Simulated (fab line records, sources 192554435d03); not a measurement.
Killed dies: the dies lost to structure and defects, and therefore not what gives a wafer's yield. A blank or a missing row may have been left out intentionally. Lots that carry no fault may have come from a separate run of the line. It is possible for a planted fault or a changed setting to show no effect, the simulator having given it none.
Matching of chambers    flow n5Finfet    4 sister chambers for N5_HKMG_FIN_ETCH_58 on rieDiel-06
The step etches SOC in N2/H2, target depth 215.8 nm, time 741 s. 8 wafers are shown with their chamber, then 11 later ones without.

## WAFERS PAIRED WITH THEIR CHAMBERS
wafer   chamber  showerheadPlenumPTorr (Torr)  throttleValvePct (%)
L081.3  0        2.41                          18.18
L081.4  0        2.41                          18.17
L086.4  1        2.55                          17.54
L086.6  2        2.59                          17.95
L091.1  3        2.50                          17.39
L091.2  2        2.58                          17.99
L091.5  1        2.55                          17.52
L092.1  3        2.49                          17.41

## WAFERS WITHOUT THEIR CHAMBER
wafer   showerheadPlenumPTorr (Torr)  throttleValvePct (%)
L092.2  2.55                          17.55
L092.3  2.72                          17.69
L093.1  2.55                          17.55
L093.4  2.49                          17.39
L093.5  2.49                          17.39
L094.2  2.58                          17.97
L094.4  2.55                          17.56
L094.5  2.72                          17.72
L097.1  2.55                          17.56
L097.5  2.72                          17.71
L097.6  2.49                          17.40

## WHICH CHAMBER EACH WENT THROUGH
wafer    from the rows above   in truth
L092.2   1                     1
L092.3   2                     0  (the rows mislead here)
L093.1   1                     1
L093.4   3                     3
L093.5   3                     3
L094.2   2                     2
L094.4   1                     1
L094.5   2                     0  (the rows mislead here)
L097.1   1                     1
L097.5   2                     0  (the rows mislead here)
L097.6   3                     3
8 of 11 placed correctly. Left unplaced by these rows: 0. Number placed wrongly: 3.
How it was worked out, from the rows above alone: a wafer's distance from a chamber is the root of the sum, over the readings, of the square of ((its reading less the chamber's mean) divided by the reading's scatter). The wafer belongs to the nearest chamber; if the next one is less than 2 further off, it can't be placed. The mean given for a chamber averages the wafers shown for that chamber. The scatter: take each reading less its chamber's mean, square it, sum over the shown wafers, divide by the number of wafers less the number of chambers, and take the root.
